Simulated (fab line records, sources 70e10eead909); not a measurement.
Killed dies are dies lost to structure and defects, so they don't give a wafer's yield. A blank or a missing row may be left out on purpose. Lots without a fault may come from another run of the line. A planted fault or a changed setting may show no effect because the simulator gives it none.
fab line records | flow nand_harc
record lots=24 wafers=72 last_day=34
route steps=1302 shown A_CONTACT@1046
lots that met no fault: from a run of the same line without faults
start_h: hours from the record's first day to the start of the lot's first wafer shown | wait_h: hours since the lot's step before | " the same as in the row above | L1.1+2: a row that stands for several wafers | - no value, or no start given | * or withheld: withheld | < > ~ a bound
route shown NAME@n: a module of which the file shows steps, and the number in the route of the first | usual: mean/standard deviation of fault-free wafers | same: alike in all rows | chamber/n: place in a boat | sites: the reading at each site | _std_site: their standard deviation | _edge_site: outer sites' mean less inner sites' | radius_mm: how far each site lies from the wafer's centre | mask NAME#n: copy n | behind: the tool/chamber that last shaped the wafer | hold: why the lot was held/for how many hours/how that ended | device: the transistor (n, p or np) that didn't switch | end of line: the same wafers' tests at the end of the route | a step without rows: its recipe alone | killed: dies lost to structure and defects at the first sort, not the wafer's yield | map: a wafer's dies, x killed, . not, _ none there
set.NAME: the setting as run; set.NAME@STEP: as run at that earlier step | model.NAME: the simulator's own value behind a step, which no gauge read
steps of the route over a sample of lots; a table a step, a row a wafer
services: from which hour (start_h, from the record's first day; less than 0 if before it) a tool's chamber was out of use, for how many hours, and why
## steps
# step NHARC_A_CONTACT_ETCH_78
# recipe target_depth_a=53000 over_etch_frac=0.3 time_s=1378 ion_energy_ev=150 o2_flow_sccm=400 cos_flow_sccm=20 ar_flow_sccm=0 rf_w=500 bias_w=300 chemistry=O2/COS
# usual cos_flow_sccm=19.99/0.056 drypump_motor_current_A=5.6/0.45 oes_product_au=1.001/0.013 rf_vpp_V=314.9/2.2 showerhead_plenum_p_Torr=3.17/0.15 throttle_valve_pct=28.330/0.0092
# columns lot.wafer tool chamber start_h wait_h cos_flow_sccm drypump_motor_current_A oes_product_au rf_hours_counter_h rf_vpp_V showerhead_plenum_p_Torr throttle_valve_pct
L074.1 rie_diel-12 2 - - 19.96 5.1 1.015 6 313.0 2.93 28.324
L074.6 " 2 " " 20.03 5.1 1.006 - 309.8 2.93 28.338
L074.5 " 3 " " 19.96 6.3 1.005 - 318.0 3.26 28.333
L075.2 rie_diel-01 2 - - 20.12 5.5 1.007 46 311.5 2.91 28.314
L075.1 " 0 " " 19.99 5.1 0.996 42 316.9 3.29 28.346
L075.6 " 2 " " 20.00 5.4 1.017 - 311.9 2.91 28.337
L076.4 rie_diel-07 2 - - 20.00 5.9 1.002 19 314.7 3.20 28.315
L076.2 " 1 " " 19.89 5.4 0.990 18 310.8 2.90 28.330
L076.5 " 3 " " 19.91 5.9 1.006 - 316.6 3.27 28.322
L077.1 rie_diel-12 3 - - 19.96 6.3 1.006 12 316.4 3.26 28.326
L077.3 " 0 " " 19.99 5.3 0.994 12 316.3 3.24 28.334
L077.6 " 2 " " 20.00 5.1 0.993 - 311.2 2.93 28.333
L078.3 rie_diel-07 3 - - 19.97 5.9 1.013 22 317.0 3.27 28.347
L078.4 " 0 " " 19.95 5.9 0.995 - 316.6 3.30 28.324
L078.6 " 2 " " 19.99 5.9 0.998 - 316.1 3.20 28.309
L080.4 rie_diel-12 3 - - 19.92 6.3 0.996 15 317.0 3.26 28.331
L080.3 " 1 " " 20.02 5.9 0.986 15 317.8 3.28 28.319
L080.5 " 3 " " 19.88 6.3 1.008 - 316.9 3.26 28.342
L079.4 rie_diel-12 3 - - 20.04 6.3 1.013 17 316.2 3.25 28.326
L079.2 " 0 " " 19.97 5.3 0.990 16 314.7 3.24 28.324
L079.6 " 3 " " 19.94 6.3 1.009 - 315.6 3.25 28.327
L081.1 rie_diel-12 2 - - 19.97 5.1 1.013 19 312.3 2.92 28.340
L081.2 " 0 " " 19.96 5.3 1.000 20 316.2 3.23 28.335
L081.6 " 2 " " 19.93 5.1 1.011 - 311.1 2.92 28.333
L082.1 rie_diel-12 0 - - 19.98 5.4 0.987 20 314.7 3.23 28.326
L082.2 " 3 " " 20.07 6.3 1.013 21 317.4 3.25 28.341
L082.6 " 0 " " 20.10 5.3 0.997 - 315.7 3.23 28.343
L083.4 rie_diel-01 3 - - 20.00 5.0 0.995 8 311.7 2.95 28.315
L083.3 " 2 " " 19.90 5.4 0.970 8 318.3 3.37 28.321
L083.5 " 0 " " 20.02 5.1 1.024 - 318.1 3.28 28.321
L084.3 rie_diel-01 3 - - 20.02 5.0 1.004 12 311.5 2.95 28.330
L084.2 " 1 " " 20.04 6.0 1.000 16 312.7 3.05 28.332
L084.5 " 3 " " 19.90 5.0 0.990 - 313.7 2.95 28.347
L085.2 rie_diel-12 0 - - 19.93 5.3 0.996 23 315.3 3.23 28.320
L085.5 " 2 " " 20.06 5.1 1.006 - 312.8 2.92 28.324
L085.6 " 3 " " 20.08 6.3 1.009 - 316.0 3.25 28.318
L086.4 rie_diel-01 2 - - 19.91 5.4 0.971 12 319.4 3.37 28.325
L086.3 " 0 " " 19.99 5.1 1.025 19 317.5 3.27 28.336
L086.5 " 2 " " 20.03 5.4 0.968 - 317.1 3.37 28.329
L088.2 rie_diel-07 0 - - 20.02 5.9 0.966 57 315.9 3.29 28.330
L088.3 " 1 " " 19.97 5.4 0.996 48 310.4 2.89 28.324
L088.5 " 3 " " 19.93 5.8 1.012 - 316.8 3.25 28.314
L087.2 rie_diel-07 2 - - 19.97 5.9 1.008 59 314.6 3.18 28.337
L087.1 " 0 " " 20.02 5.9 0.973 58 316.2 3.29 28.326
L087.5 " 3 " " 19.95 5.8 1.022 - 315.7 3.25 28.323
L089.2 rie_diel-12 0 - - 20.01 5.4 1.000 1 317.2 3.23 28.331
L089.4 " 1 " " 19.93 5.9 0.988 1 315.9 3.27 28.327
L089.6 " 1 " " 19.88 5.9 0.989 - 316.9 3.27 28.337
L091.2 rie_diel-12 1 - - 20.01 5.9 0.995 3 315.9 3.27 28.320
L091.1 " 0 " " 20.07 5.3 0.995 3 315.6 3.23 28.345
L091.5 " 1 " " 20.02 5.9 0.979 - 316.0 3.27 28.332
L090.1 rie_diel-01 1 - - 19.97 6.1 1.008 33 313.5 3.04 28.333
L090.3 " 3 " " 19.86 5.0 0.980 30 312.8 2.94 28.349
L090.6 " 1 " " 19.89 6.0 0.993 - 312.6 3.04 28.338
L092.1 rie_diel-07 1 - - 19.93 5.5 0.989 11 318.6 3.37 28.327
L092.3 " 3 " " 19.97 5.8 0.999 8 315.3 3.25 28.327
L092.6 " 2 " " 19.94 5.9 0.996 - 314.3 3.17 28.333
L093.1 rie_diel-12 1 - - 19.97 5.9 0.989 9 315.9 3.27 28.338
L093.3 " 2 " " 20.09 5.1 1.011 10 311.4 2.92 28.332
L093.6 " 1 " " 19.96 5.9 0.986 - 316.8 3.27 28.331
L094.1 rie_diel-12 0 - - 20.06 5.4 1.002 12 316.0 3.23 28.321
L094.4 " 1 " " 20.00 5.9 0.994 - 316.7 3.27 28.327
L094.5 " 0 " " 19.99 5.4 1.012 - 316.3 3.23 28.336
L095.3 rie_diel-12 2 - - 19.97 5.1 1.013 11 311.3 2.92 28.325
L095.1 " 3 " " 20.07 6.3 1.007 11 316.8 3.24 28.333
L095.6 " 0 " " 19.96 5.3 0.999 - 315.2 3.23 28.315
L096.4 rie_diel-12 3 - - 20.02 6.3 1.009 15 316.5 3.24 28.329
L096.2 " 1 " " 19.95 5.9 1.010 19 315.8 3.26 28.346
L096.6 " 2 " " 20.03 5.1 1.009 - 311.6 2.91 28.328
L097.3 rie_diel-12 2 - - 19.99 5.1 1.009 17 310.1 2.91 28.331
L097.1 " 1 " " 19.95 5.9 0.989 19 316.0 3.26 28.330
L097.5 " 3 " " 20.03 6.3 1.003 - 316.3 3.24 28.344
# step NHARC_A_CONTACT_CD_MEAS_80
# usual cd_nm=289.6/0.97
# columns lot.wafer tool chamber start_h wait_h cd_nm
L074.1 cd_sem-01 - 500.87 - 289.3
L074.5 " - " " 289.3
L074.6 " - " " 288.5
L075.1 cd_sem-01 - 518.22 - 290.7
L075.2 " - " " 289.4
L075.6 " - " " 289.9
L076.2 cd_sem-01 - 526.89 - 290.0
L076.4 " - " " 290.1
L076.5 " - " " 290.2
L077.1 cd_sem-01 - 541.32 - 289.8
L077.3 " - " " 288.8
L077.6 " - " " 288.8
L078.3 cd_sem-02 - 542.45 - 289.2
L078.4 " - " " 288.9
L078.6 " - " " 288.3
L080.3 cd_sem-03 - 556.44 - 287.7
L080.4 " - " " 287.3
L080.5 " - " " 287.5
L079.2 cd_sem-02 - 567.50 - 291.4
L079.4 " - " " 290.8
L079.6 " - " " 291.0
L081.1 cd_sem-01 - 592.00 - 289.8
L081.2 " - " " 289.7
L081.6 " - " " 289.9
L082.1 cd_sem-02 - 595.96 - 290.0
L082.2 " - " " 289.4
L082.6 " - " " 288.9
L083.3 cd_sem-03 - 603.49 - 291.2
L083.4 " - " " 290.8
L083.5 " - " " 291.0
L084.2 cd_sem-02 - 614.14 - 290.9
L084.3 " - " " 288.9
L084.5 " - " " 290.7
L085.2 cd_sem-03 - 618.14 - 290.0
L085.5 " - " " 289.7
L085.6 " - " " 289.8
L086.3 cd_sem-01 - 624.90 - 290.6
L086.4 " - " " 288.5
L086.5 " - " " 288.0
L088.2 cd_sem-03 - 641.15 - 290.4
L088.3 " - " " 289.1
L088.5 " - " " 290.4
L087.1 cd_sem-03 - 644.78 - 290.5
L087.2 " - " " 290.5
L087.5 " - " " 290.6
L089.2 cd_sem-02 - 647.28 - 288.1
L089.4 " - " " 289.5
L089.6 " - " " 288.9
L091.1 cd_sem-01 - 655.01 - 289.5
L091.2 " - " " 290.2
L091.5 " - " " 290.1
L090.1 cd_sem-02 - 656.20 - 288.0
L090.3 " - " " 288.2
L090.6 " - " " 289.3
L092.1 cd_sem-03 - 693.01 - 287.6
L092.3 " - " " 289.3
L092.6 " - " " 287.7
L093.1 cd_sem-03 - 693.80 - 288.1
L093.3 " - " " 290.1
L093.6 " - " " 290.2
L094.1 cd_sem-01 - 703.88 - 289.6
L094.4 " - " " 290.5
L094.5 " - " " 289.4
L095.1 cd_sem-03 - 707.84 - 290.9
L095.3 " - " " 290.2
L095.6 " - " " 290.2
L096.2 cd_sem-01 - 731.78 - 290.5
L096.4 " - " " 289.3
L096.6 " - " " 289.2
L097.1 cd_sem-02 - 740.99 - 288.5
L097.3 " - " " 289.4
L097.5 " - " " 288.8
# step NHARC_A_CONTACT_ETCH_137
# recipe source_w=withheld pressure_mtorr=20 bias_v=1200 time_s=311 target_depth_a=19120 ar_flow_sccm=withheld c4f8_flow_sccm=withheld o2_flow_sccm=withheld chemistry=C4F8/O2/Ar
# columns lot.wafer tool chamber start_h wait_h rf_hours_counter_h
L074.1 har_cap_etch-02 0 508.08 0.2 85
L074.6 " 1 " " -
L074.5 " 0 " " -
L075.2 har_cap_etch-03 0 523.79 0.2 44
L075.1 " 1 " " 44
L075.6 " 0 " " -
L076.2 har_cap_etch-02 1 532.57 0.2 91
L076.4 " 0 " " -
L076.5 " 0 " " -
L077.1 har_cap_etch-01 0 547.18 0.3 6
L077.3 " 0 " " -
L077.6 " 1 " " -
L078.3 har_cap_etch-03 0 548.75 0.2 -
L078.4 " 1 " " -
L078.6 " 0 " " -
L080.4 har_cap_etch-03 0 563.69 0.2 -
L080.3 " 1 " " -
L080.5 " 0 " " -
L079.2 har_cap_etch-01 1 575.15 0.2 10
L079.4 " 0 " " -
L079.6 " 0 " " -
L081.1 har_cap_etch-01 1 597.46 0.2 13
L081.2 " 0 " " 13
L081.6 " 1 " " -
L082.1 har_cap_etch-01 1 602.60 0.2 15
L082.2 " 0 " " 15
L082.6 " 1 " " -
L083.4 har_cap_etch-01 0 609.72 0.2 -
L083.3 " 1 " " -
L083.5 " 0 " " -
L084.2 har_cap_etch-02 1 621.50 0.2 106
L084.3 " 0 " " -
L084.5 " 0 " " -
L085.2 har_cap_etch-01 1 626.10 0.2 19
L085.5 " 1 " " -
L085.6 " 0 " " -
L086.3 har_cap_etch-01 1 633.02 0.3 -
L086.4 " 0 " " -
L086.5 " 1 " " -
L088.2 har_cap_etch-02 0 647.98 0.2 115
L088.3 " 1 " " -
L088.5 " 0 " " -
L087.1 har_cap_etch-01 0 650.14 0.2 26
L087.2 " 1 " " 26
L087.5 " 0 " " -
L089.2 har_cap_etch-01 1 655.08 0.2 27
L089.4 " 0 " " -
L089.6 " 1 " " -
L091.2 har_cap_etch-03 0 663.21 0.3 72
L091.1 " 1 " " 72
L091.5 " 0 " " -
L090.1 har_cap_etch-02 1 664.18 0.3 118
L090.3 " 0 " " -
L090.6 " 1 " " -
L092.1 har_cap_etch-02 0 698.91 0.2 121
L092.3 " 1 " " -
L092.6 " 1 " " -
L093.1 har_cap_etch-03 1 700.30 0.2 77
L093.3 " 1 " " -
L093.6 " 0 " " -
L094.1 har_cap_etch-03 0 710.67 0.2 79
L094.4 " 0 " " -
L094.5 " 1 " " -
L095.1 har_cap_etch-01 0 713.36 0.2 37
L095.3 " 0 " " -
L095.6 " 0 " " -
L096.2 har_cap_etch-01 0 739.59 0.2 40
L096.4 " 1 " " -
L096.6 " 0 " " -
L097.1 har_cap_etch-01 0 750.88 0.2 42
L097.3 " 0 " " -
L097.5 " 1 " " -
# step NHARC_A_CONTACT_ETCH_138
# recipe source_w=withheld pressure_mtorr=20 bias_v=1200 time_s=311 target_depth_a=19140 ar_flow_sccm=withheld c4f8_flow_sccm=withheld o2_flow_sccm=withheld chemistry=C4F8/O2/Ar
# columns lot.wafer tool chamber start_h wait_h rf_hours_counter_h
L074.1 har_cap_etch-02 0 508.36 0.2 85
L074.6 " 1 " " -
L074.5 " 0 " " -
L075.2 har_cap_etch-03 0 524.06 0.2 44
L075.1 " 1 " " 44
L075.6 " 0 " " -
L076.2 har_cap_etch-02 1 532.84 0.2 91
L076.4 " 0 " " -
L076.5 " 0 " " -
L077.1 har_cap_etch-01 0 547.54 0.3 7
L077.3 " 0 " " -
L077.6 " 1 " " -
L078.3 har_cap_etch-03 0 549.02 0.2 -
L078.4 " 1 " " -
L078.6 " 0 " " -
L080.4 har_cap_etch-03 0 563.96 0.2 -
L080.3 " 1 " " -
L080.5 " 0 " " -
L079.2 har_cap_etch-01 1 575.42 0.2 10
L079.4 " 0 " " -
L079.6 " 0 " " -
L081.1 har_cap_etch-01 1 597.74 0.2 13
L081.2 " 0 " " 13
L081.6 " 1 " " -
L082.1 har_cap_etch-01 1 602.88 0.2 15
L082.2 " 0 " " 15
L082.6 " 1 " " -
L083.4 har_cap_etch-01 0 609.99 0.2 -
L083.3 " 1 " " -
L083.5 " 0 " " -
L084.2 har_cap_etch-02 1 621.77 0.2 107
L084.3 " 0 " " -
L084.5 " 0 " " -
L085.2 har_cap_etch-01 1 626.37 0.2 19
L085.5 " 1 " " -
L085.6 " 0 " " -
L086.3 har_cap_etch-01 1 633.38 0.3 -
L086.4 " 0 " " -
L086.5 " 1 " " -
L088.2 har_cap_etch-02 0 648.25 0.2 115
L088.3 " 1 " " -
L088.5 " 0 " " -
L087.1 har_cap_etch-01 0 650.41 0.2 26
L087.2 " 1 " " 26
L087.5 " 0 " " -
L089.2 har_cap_etch-01 1 655.35 0.2 27
L089.4 " 0 " " -
L089.6 " 1 " " -
L091.2 har_cap_etch-03 0 663.57 0.3 72
L091.1 " 1 " " 72
L091.5 " 0 " " -
L090.1 har_cap_etch-02 1 664.55 0.3 118
L090.3 " 0 " " -
L090.6 " 1 " " -
L092.1 har_cap_etch-02 0 699.17 0.2 122
L092.3 " 1 " " -
L092.6 " 1 " " -
L093.1 har_cap_etch-03 1 700.57 0.2 77
L093.3 " 1 " " -
L093.6 " 0 " " -
L094.1 har_cap_etch-03 0 710.94 0.2 79
L094.4 " 0 " " -
L094.5 " 1 " " -
L095.1 har_cap_etch-01 0 713.63 0.2 37
L095.3 " 0 " " -
L095.6 " 0 " " -
L096.2 har_cap_etch-01 0 739.86 0.2 40
L096.4 " 1 " " -
L096.6 " 0 " " -
L097.1 har_cap_etch-01 0 751.16 0.2 42
L097.3 " 0 " " -
L097.5 " 1 " " -
# step NHARC_A_CONTACT_CD_MEAS_15
# usual cd_nm=190.0/0.72
# columns lot.wafer tool chamber start_h wait_h cd_nm
L074.1 cd_sem-01 - 509.36 - 190.7
L074.5 " - " " 189.4
L074.6 " - " " 189.5
L075.1 cd_sem-02 - 525.12 - 190.4
L075.2 " - " " 189.7
L075.6 " - " " 188.9
L076.2 cd_sem-03 - 533.88 - 189.0
L076.4 " - " " 189.9
L076.5 " - " " 188.6
L077.1 cd_sem-03 - 548.71 - 189.6
L077.3 " - " " 189.8
L077.6 " - " " 189.7
L078.3 cd_sem-03 - 549.99 - 191.3
L078.4 " - " " 191.6
L078.6 " - " " 191.0
L080.3 cd_sem-01 - 564.92 - 189.7
L080.4 " - " " 189.3
L080.5 " - " " 189.2
L079.2 cd_sem-01 - 576.44 - 190.6
L079.4 " - " " 191.1
L079.6 " - " " 189.4
L081.1 cd_sem-01 - 598.78 - 190.4
L081.2 " - " " 190.2
L081.6 " - " " 190.9
L082.1 cd_sem-03 - 603.92 - 189.9
L082.2 " - " " 190.2
L082.6 " - " " 190.5
L083.3 cd_sem-02 - 610.95 - 190.6
L083.4 " - " " 190.8
L083.5 " - " " 189.6
L084.2 cd_sem-02 - 622.90 - 190.0
L084.3 " - " " 191.1
L084.5 " - " " 190.1
L085.2 cd_sem-03 - 627.48 - 187.6
L085.5 " - " " 189.0
L085.6 " - " " 189.6
L086.3 cd_sem-01 - 634.49 - 190.4
L086.4 " - " " 190.0
L086.5 " - " " 190.7
L088.2 cd_sem-02 - 649.29 - 191.0
L088.3 " - " " 191.0
L088.5 " - " " 190.2
L087.1 cd_sem-01 - 651.46 - 190.5
L087.2 " - " " 190.9
L087.5 " - " " 190.3
L089.2 cd_sem-01 - 656.36 - 190.9
L089.4 " - " " 190.8
L089.6 " - " " 190.4
L091.1 cd_sem-03 - 664.61 - 190.4
L091.2 " - " " 191.2
L091.5 " - " " 191.0
L090.1 cd_sem-02 - 665.75 - 189.6
L090.3 " - " " 189.4
L090.6 " - " " 189.1
L092.1 cd_sem-03 - 700.33 - 189.6
L092.3 " - " " 189.6
L092.6 " - " " 190.4
L093.1 cd_sem-01 - 701.61 - 189.1
L093.3 " - " " 189.7
L093.6 " - " " 190.1
L094.1 cd_sem-01 - 711.95 - 189.2
L094.4 " - " " 189.2
L094.5 " - " " 190.0
L095.1 cd_sem-01 - 714.63 - 190.6
L095.3 " - " " 189.7
L095.6 " - " " 190.9
L096.2 cd_sem-01 - 740.87 - 189.8
L096.4 " - " " 190.3
L096.6 " - " " 190.0
L097.1 cd_sem-02 - 752.16 - 190.4
L097.3 " - " " 189.6
L097.5 " - " " 189.5
# step NHARC_A_CONTACT_ETCH_110
# recipe target_depth_a=600 overetch_a=60 time_s=33 ion_energy_ev=100 cf4_flow_sccm=80 o2_flow_sccm=20 ar_flow_sccm=0 rf_w=300 bias_w=100 chemistry=CF4/O2
# usual drypump_motor_current_A=5.6/0.42 oes_o_777_au=1.000/0.0044 oes_product_au=0.999/0.013 rf_vpp_V=198.3/1.6 showerhead_plenum_p_Torr=1.36/0.067 throttle_valve_pct=13.398/0.0093
# columns lot.wafer tool chamber start_h wait_h drypump_motor_current_A oes_o_777_au oes_product_au rf_hours_counter_h rf_vpp_V showerhead_plenum_p_Torr throttle_valve_pct
L074.1 rie_diel-07 3 509.66 0.1 5.9 1.005 1.008 12 198.7 1.40 13.399
L074.6 " 3 " " 5.8 1.004 1.005 - 198.2 1.40 13.396
L074.5 " 0 " " 5.9 0.995 0.983 - 198.8 1.42 13.401
L075.1 rie_diel-07 1 525.41 0.1 5.4 0.993 0.996 19 196.8 1.24 13.382
L075.2 " 3 " " 5.8 1.000 0.991 16 199.6 1.40 13.407
L075.6 " 2 " " 5.9 1.007 0.999 - 199.1 1.37 13.379
L076.2 rie_diel-01 1 534.18 0.1 6.0 1.002 1.003 48 199.3 1.31 13.403
L076.4 " 2 " " 5.4 0.993 1.001 52 196.1 1.24 13.402
L076.5 " 3 " " 4.9 1.013 1.004 - 196.6 1.26 13.398
L077.3 rie_diel-12 2 549.00 0.1 5.1 1.002 1.006 14 196.1 1.25 13.409
L077.1 " 0 " " 5.3 0.998 0.995 14 197.7 1.39 13.390
L077.6 " 2 " " 5.1 1.006 1.004 - 194.8 1.25 13.387
L078.3 rie_diel-12 2 550.28 0.1 5.1 1.006 0.999 14 196.6 1.25 13.392
L078.4 " 1 " " 5.9 1.005 0.983 15 198.7 1.40 13.401
L078.6 " 3 " " 6.3 0.993 1.013 - 198.6 1.39 13.414
L080.3 rie_diel-12 3 565.21 0.1 6.3 1.000 1.001 17 200.5 1.39 13.405
L080.4 " 1 " " 5.9 1.003 0.979 17 201.5 1.40 13.383
L080.5 " 2 " " 5.0 1.003 0.998 - 197.4 1.25 13.393
L079.2 rie_diel-01 2 576.74 0.1 5.4 0.994 0.995 3 200.4 1.45 13.421
L079.4 " 3 " " 5.0 0.999 0.987 2 196.2 1.26 13.410
L079.6 " 1 " " 6.0 0.996 1.011 - 196.8 1.30 13.403
L081.2 rie_diel-12 1 599.32 0.1 5.9 1.007 0.985 22 200.5 1.40 13.409
L081.1 " 3 " " 6.3 0.997 1.014 21 198.7 1.39 13.398
L081.6 " 1 " " 5.9 0.995 0.979 - 198.1 1.40 13.399
L082.2 rie_diel-07 0 604.25 0.1 5.9 1.000 0.981 47 199.7 1.41 13.395
L082.1 " 1 " " 5.4 0.997 1.006 40 194.7 1.23 13.406
L082.6 " 2 " " 5.9 0.995 1.002 - 198.6 1.36 13.393
L083.4 rie_diel-12 3 611.24 0.0 6.3 0.994 0.996 24 197.9 1.39 13.410
L083.3 " 0 " " 5.3 1.006 0.992 23 198.7 1.38 13.396
L083.5 " 3 " " 6.3 1.002 1.002 - 199.5 1.39 13.391
L084.3 rie_diel-01 2 623.30 0.1 5.4 0.998 0.966 12 199.5 1.44 13.395
L084.2 " 3 " " 4.9 0.998 0.990 16 196.5 1.26 13.389
L084.5 " 0 " " 5.1 1.004 1.011 - 199.5 1.40 13.404
L085.2 rie_diel-07 2 627.88 0.1 5.9 0.998 0.999 54 196.4 1.36 13.404
L085.6 " 3 " " 5.8 1.003 1.012 - 198.9 1.39 13.402
L085.5 " 0 " " 5.9 1.003 0.976 - 198.8 1.41 13.386
L086.3 rie_diel-07 3 634.78 0.1 5.9 0.998 1.024 52 199.0 1.39 13.399
L086.4 " 0 " " 5.9 0.999 0.981 55 199.3 1.41 13.399
L086.5 " 3 " " 5.8 0.996 1.021 - 198.2 1.39 13.411
L088.2 rie_diel-01 1 649.60 0.0 6.0 0.997 0.998 32 197.1 1.30 13.392
L088.3 " 2 " " 5.4 0.993 0.968 24 200.7 1.44 13.385
L088.5 " 2 " " 5.4 1.006 0.979 - 199.5 1.44 13.384
L087.2 rie_diel-01 3 652.14 0.2 4.9 1.001 0.986 29 196.5 1.26 13.393
L087.1 " 2 " " 5.4 1.001 0.977 25 200.5 1.44 13.399
L087.5 " 0 " " 5.1 1.001 1.011 - 199.7 1.40 13.387
L089.2 rie_diel-12 2 657.10 0.4 5.0 1.000 1.024 4 195.9 1.25 13.392
L089.4 " 1 " " 5.9 1.003 0.997 - 198.6 1.40 13.397
L089.6 " 2 " " 5.1 0.991 1.024 - 194.4 1.25 13.384
L091.1 rie_diel-07 1 664.91 0.1 5.4 1.001 0.987 1 200.7 1.45 13.389
L091.2 " 2 " " 5.9 1.000 1.007 1 196.5 1.36 13.406
L091.5 " 3 " " 5.8 0.997 0.991 - 198.2 1.39 13.403
L090.1 rie_diel-12 2 666.08 0.1 5.0 0.994 1.007 6 196.9 1.25 13.401
L090.3 " 0 " " 5.3 1.004 1.002 6 199.2 1.38 13.399
L090.6 " 1 " " 5.9 1.004 1.008 - 199.1 1.40 13.399
L092.1 rie_diel-01 3 700.63 0.1 4.9 1.004 0.975 44 195.4 1.25 13.392
L092.3 " 0 " " 5.1 1.004 1.012 46 198.2 1.40 13.395
L092.6 " 2 " " 5.4 0.999 0.988 - 200.3 1.44 13.396
L093.3 rie_diel-12 3 701.94 0.1 6.3 0.997 1.007 10 200.0 1.39 13.399
L093.1 " 1 " " 5.9 0.989 0.994 13 199.2 1.40 13.407
L093.6 " 1 " " 5.9 0.993 0.995 - 200.4 1.40 13.394
L094.1 rie_diel-01 2 712.25 0.1 5.4 1.002 0.984 47 200.2 1.44 13.394
L094.4 " 3 " " 4.9 0.999 0.987 47 196.9 1.25 13.415
L094.5 " 2 " " 5.4 0.995 0.989 - 201.2 1.44 13.405
L095.1 rie_diel-07 0 714.93 0.1 5.9 0.992 0.972 22 199.0 1.40 13.413
L095.3 " 1 " " 5.4 0.996 0.993 24 200.4 1.44 13.398
L095.6 " 2 " " 5.9 0.996 1.005 - 196.9 1.35 13.412
L096.2 rie_diel-07 2 741.16 0.1 5.9 1.002 1.007 30 198.4 1.35 13.413
L096.4 " 3 " " 5.8 1.008 1.000 25 198.3 1.39 13.404
L096.6 " 2 " " 5.9 1.005 1.019 - 198.6 1.35 13.415
L097.3 rie_diel-12 1 752.45 0.1 5.9 0.998 0.998 22 198.4 1.40 13.383
L097.1 " 2 " " 5.1 0.991 1.011 20 195.3 1.24 13.383
L097.5 " 2 " " 5.1 0.997 1.005 - 195.0 1.24 13.404
## services
# columns tool chamber start_h hours kind
rie_diel-12 3 474.38 4.0 repair
rie_diel-12 2 483.40 7.5 repair
har_cap_etch-01 - 497.00 17.0 pm
har_cap_etch-01 0 497.00 17.0 vent_cycle
har_cap_etch-01 1 497.00 17.0 vent_cycle
har_cap_etch-01 0 514.00 - clean
rie_diel-07 1 533.96 17.1 repair
rie_diel-01 - 558.53 9.0 pm
har_cap_etch-03 - 565.16 0.4 repair
rie_diel-07 3 592.66 15.5 repair
rie_diel-12 - 622.41 9.0 pm
rie_diel-07 1 627.64 3.5 repair
har_cap_etch-01 - 637.38 0.2 repair
rie_diel-12 - 640.97 1.3 repair
rie_diel-07 - 649.85 9.0 pm
rie_diel-12 0 654.26 5.0 repair
rie_diel-12 3 655.28 10.7 repair
har_cap_etch-01 - 658.40 0.5 repair
har_cap_etch-01 - 664.87 0.3 repair
rie_diel-12 2 695.17 7.1 repair
rie_diel-01 1 720.80 17.8 repair
rie_diel-01 3 727.61 5.5 repair
rie_diel-01 - 739.32 9.0 pm
rie_diel-07 3 747.45 7.1 repair
## key
fault none
